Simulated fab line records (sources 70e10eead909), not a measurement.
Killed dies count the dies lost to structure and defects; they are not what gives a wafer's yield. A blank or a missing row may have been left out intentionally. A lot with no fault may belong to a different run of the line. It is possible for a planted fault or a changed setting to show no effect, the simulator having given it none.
Struck lot and sound lot, side by side || flow nand harc || 41 out of 1302 route steps
Sound: these wafers, L651.2, L651.3, L651.6. Struck: wafer L653.6. The cause is given at the end.
For every step that has rows: the tool of each side, followed by ch and its chambers, followed by its first start. Under that, the readings that differ: sound wafers || struck wafers || difference of the means || sigmas: that difference in standard deviations of wafers without a fault.
alike: a reading whose means differ by less than 2 such deviations, as well as words and numbers matching on both sides. not compared: withheld readings; readings where some wafer has no value; bounds like >300 that might hide an equal value; numbers whose values overlap and for which the record gives no deviation.
Wherever a step has rows on one side only, a row that says differs or no value, or a row with sigmas, the two part there. Numbers that have no deviation but don't overlap get no sigmas and don't part them. A reading missing from all wafers of one side parts the sides only when that side holds two or more wafers.

first, 7 steps without rows for these wafers: NHARC_A_CHANNEL_HOLE_D1_STRIP_41 (strips in N2/H2); NHARC_A_CHANNEL_HOLE_D1_STRIP_42 (strips in CF4/CHF3); NHARC_A_CHANNEL_HOLE_D1_STRIP_43 (strips in O2/COS); NHARC_A_CHANNEL_HOLE_D1_ETCH_44 (etches the open film in CF4/O2, target depth 140 nm, overetch 14 nm, time 77 s); NHARC_A_CHANNEL_HOLE_D1_STRIP_27 (strips in O2); NHARC_A_CHANNEL_HOLE_D1_PRECLEAN_28 (cleans in SC1); NHARC_A_CHANNEL_HOLE_D1_SRD_29.
NHARC_A_CHANNEL_HOLE_D1_CD_MEAS_30:
  sound on cd sem-02, day 15 10:49; struck on cd sem-02, day 16 08:27
  alike: cd nm
NHARC_A_CHANNEL_HOLE_D1_XSEM_31:
  sound on xsem-02 ch 0, day 15 10:54; struck on xsem-02 ch 0, day 16 08:33
  alike: bot cd nm, bow nm, tilt deg
NHARC_A_CHANNEL_HOLE_D1_INSPECT_40:
  sound on defect inspect-02, day 15 11:00; struck on defect inspect-01, day 16 08:38
  alike: raw defect count
then, 2 steps without rows for these wafers: NHARC_A_CHANNEL_FILL_D1_PRECLEAN_00 (cleans in SC1); NHARC_A_CHANNEL_FILL_D1_SRD_01.
NHARC_A_CHANNEL_FILL_D1_ALD_02: deposits SiO2, target thk 6 nm, pulse time 10 s, ald cycles 60.
  sound on ald hk-03 ch 1,2,3, day 15 11:11; struck on ald hk-01 ch 1, day 16 09:14
{"reading": "ald cycles", "sound": "60 60 60", "struck": 118, "difference": "+58", "sigmas": ""}
  alike: heater power w, precursor pulse height rel
then, 1 step without rows for these wafers: NHARC_A_CHANNEL_FILL_D1_ALD_03 (deposits SiNx, target thk 6 nm, pulse time 60 s, ald cycles 58).
NHARC_A_CHANNEL_FILL_D1_ALD_14: deposits SiO2, target thk 2.5 nm, pulse time 10 s, ald cycles 25.
  sound on ald hk-03 ch 0,1, day 15 18:12; struck on ald hk-01 ch 3, day 16 16:03
  alike: heater power w, precursor pulse height rel
  not compared: ald cycles
then, 5 steps without rows for these wafers: NHARC_A_CHANNEL_FILL_D1_ALD_15 (deposits SiNx, target thk 2 nm, pulse time 60 s, ald cycles 19); NHARC_A_CHANNEL_FILL_D1_ALD_16 (deposits SiO2, target thk 1.5 nm, pulse time 10 s, ald cycles 15); NHARC_A_CHANNEL_FILL_D1_ANNEAL_17 (time 1800 s); NHARC_A_CHANNEL_FILL_D1_CVD_18 (deposits poly-Si, target thk 3 nm); NHARC_A_CHANNEL_FILL_D1_ETCHBACK_19 (etches the open film in HBr/Cl2, target depth 5 nm, time 1.7 s).
NHARC_A_CHANNEL_FILL_D1_ETCHBACK_20: etches the open film in C4F8/O2/Ar, target depth 27 nm, time 13.5 s.
  sound on rie diel-13 ch 1,2,3, day 16 11:32; struck on rie diel-12 ch 0, day 17 09:14
  alike: oes product au, rf fwd power W, rf vpp V
  not compared: rf hours counter h
then, 5 steps without rows for these wafers: NHARC_A_CHANNEL_FILL_D1_STRIP_28 (strips in O2, time 20 s); NHARC_A_CHANNEL_FILL_D1_PRECLEAN_21 (cleans in dHF, time 30 s); NHARC_A_CHANNEL_FILL_D1_SRD_23; NHARC_A_CHANNEL_FILL_D1_CVD_05 (deposits poly-Si, target thk 5 nm); NHARC_A_CHANNEL_FILL_D1_ANNEAL_22 (time 7200 s).
NHARC_A_CHANNEL_FILL_D1_ALD_25: deposits SiOx, target thk 60 nm, pulse time 10 s, ald cycles 600.
  sound on ald hk-01 ch 0,1,2, day 17 00:41; struck on ald hk-03 ch 3, day 18 00:04
  alike: heater power w, precursor pulse height rel
  not compared: ald cycles
NHARC_A_CHANNEL_FILL_D1_ETCHBACK_08: etches the open film in C4F8, target depth 220 nm, time 110 s.
  sound on rie diel-13 ch 1,3; struck on rie diel-12 ch 2
{"reading": "rf vpp V (V)", "sound": "444.1 440.1 443.4", "struck": 435.2, "difference": -7.3, "sigmas": -3}
  alike: oes product au, rf fwd power W
  not compared: rf hours counter h
then, 6 steps without rows for these wafers: NHARC_A_CHANNEL_FILL_D1_STRIP_29 (strips in O2, time 20 s); NHARC_A_CHANNEL_FILL_D1_PRECLEAN_30 (cleans in dHF, time 30 s); NHARC_A_CHANNEL_FILL_D1_SRD_31; NHARC_A_CHANNEL_FILL_D1_CVD_09 (deposits poly-Si, target thk 150 nm, time 3000 s); NHARC_A_CHANNEL_FILL_D1_CMP_10 (polishes, target thk 150 nm); NHARC_A_CHANNEL_FILL_D1_SRD_12.
NHARC_A_CHANNEL_FILL_D1_INSPECT_13:
  sound on defect inspect-01, day 17 11:16; struck on defect inspect-01, day 18 08:47
{"reading": "raw defect count", "sound": "199 205 237", "struck": 618, "difference": "+404", "sigmas": "+3"}
then, 4 steps without rows for these wafers: NHARC_A_DECK1_JOINT_ETCHBACK_07 (etches the open film in HBr, target depth 105 nm, time 26.9 s); NHARC_A_DECK1_JOINT_ETCH_25 (etches SiO2 in dHF, target depth 0.5 nm); NHARC_A_DECK1_JOINT_ETCH_19 (etches poly-Si in TMAH, target depth 3 nm); NHARC_A_DECK1_JOINT_ETCH_18 (etches SiO2 in dHF, target depth 3 nm).
-- jump in the record: it breaks off in module A_DECK1_JOINT and resumes in module END (first step shown: number 1301 of the route), and 13 days separate the struck wafers' starts before and after --
NHARC_END_WLT_00:
  sound on prober-01, day 30 22:03; struck on prober-02, day 31 00:04
{"reading": "VT_DECK1_BOTTOM", "sound": "0.881 0.873 0.871", "struck": 0.907, "difference": "+0.032", "sigmas": "+4"}
{"reading": "VT_DECK1_BOTTOM_INNER", "sound": "0.877 0.881 0.880", "struck": 0.897, "difference": "+0.018", "sigmas": "+2"}
{"reading": "VT_DECK1_MEDIAN_NEAR_BOTTOM", "sound": "0.882 0.874 0.873", "struck": 0.908, "difference": "+0.032", "sigmas": "+4"}
{"reading": "VT_DECK1_MEDIAN_NEAR_BOTTOM_INNER", "sound": "0.883 0.883 0.873", "struck": 0.904, "difference": "+0.024", "sigmas": "+3"}
{"reading": "VT_DECK1_MIDDLE", "sound": "0.887 0.885 0.886", "struck": 0.916, "difference": "+0.030", "sigmas": "+4"}
{"reading": "VT_DECK1_MIDDLE_INNER", "sound": "0.889 0.883 0.880", "struck": 0.912, "difference": "+0.028", "sigmas": "+4"}
{"reading": "VT_DECK1_TOP", "sound": "0.899 0.894 0.894", "struck": 0.930, "difference": "+0.034", "sigmas": "+5"}
{"reading": "VT_DECK1_TOP_INNER", "sound": "0.881 0.892 0.894", "struck": 0.922, "difference": "+0.033", "sigmas": "+4"}
  alike: VT_DECK2_BOTTOM, VT_DECK2_BOTTOM_INNER, VT_DECK2_MEDIAN_NEAR_BOTTOM, VT_DECK2_MEDIAN_NEAR_BOTTOM_INNER, VT_DECK2_MIDDLE, VT_DECK2_MIDDLE_INNER, VT_DECK2_TOP, VT_DECK2_TOP_INNER
NHARC_END_SORT_01:
  here the record holds rows for the struck wafers (prober-02 ch 0, day 31 04:31) but none for the sound ones

## WHERE THEY PART
Earliest at NHARC_A_CHANNEL_FILL_D1_ETCHBACK_08; latest, in this record, at NHARC_END_SORT_01.

WHY: what the simulator had put in
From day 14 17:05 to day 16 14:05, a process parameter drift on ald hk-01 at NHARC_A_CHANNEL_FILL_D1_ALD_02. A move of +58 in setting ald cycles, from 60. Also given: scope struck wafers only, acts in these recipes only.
